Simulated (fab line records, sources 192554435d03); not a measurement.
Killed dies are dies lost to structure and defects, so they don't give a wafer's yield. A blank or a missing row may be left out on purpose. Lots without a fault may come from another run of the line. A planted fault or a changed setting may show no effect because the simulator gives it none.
Chamber matching | flow n5_finfet | N5_BEOL_M15_ETCH_59 on rie_diel-04: 4 sister chambers
The step etches BARC in N2/H2, target depth 89 nm, overetch 26.7 nm, time 67.9 s. 4 wafers are shown with their chamber, then 8 later ones without.

WAFERS WITH THEIR CHAMBER
wafer  | chamber | showerhead_plenum_p_Torr (Torr)
L082.1 | 0       | 2.49
L085.4 | 3       | 2.64
L085.5 | 2       | 2.62
L090.1 | 1       | 2.45

WAFERS WITHOUT THEIR CHAMBER
wafer  | showerhead_plenum_p_Torr (Torr)
L090.3 | 2.61
L090.4 | 2.61
L091.3 | 2.61
L091.4 | 2.45
L091.5 | 2.45
L097.2 | 2.49
L097.3 | 2.63
L097.5 | 2.48

WHICH CHAMBER EACH WENT THROUGH
wafer  | from the rows above     | in truth
L090.3 | 2                       | 2
L090.4 | 2                       | 2
L091.3 | 2                       | 2
L091.4 | 1                       | 1
L091.5 | 1                       | 1
L097.2 | 0                       | 0
L097.3 | can't be placed: 2 or 3 | 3
L097.5 | 0                       | 0
Placed correctly: 7 of 8. Can't be placed from these rows: 1 (the true chamber is among the candidates in 1). Placed wrongly: 0.
How it was worked out, from the rows above alone: a wafer's distance from a chamber is the root of the sum, over the readings, of the square of ((its reading less the chamber's mean) divided by the reading's scatter). The wafer belongs to the nearest chamber; if the next one is less than 2 further off, it can't be placed. A chamber's mean is the mean of its shown wafers. The scatter: with one shown wafer a chamber, the root of the mean of the squares of how far each hidden wafer lies from its nearest shown one.
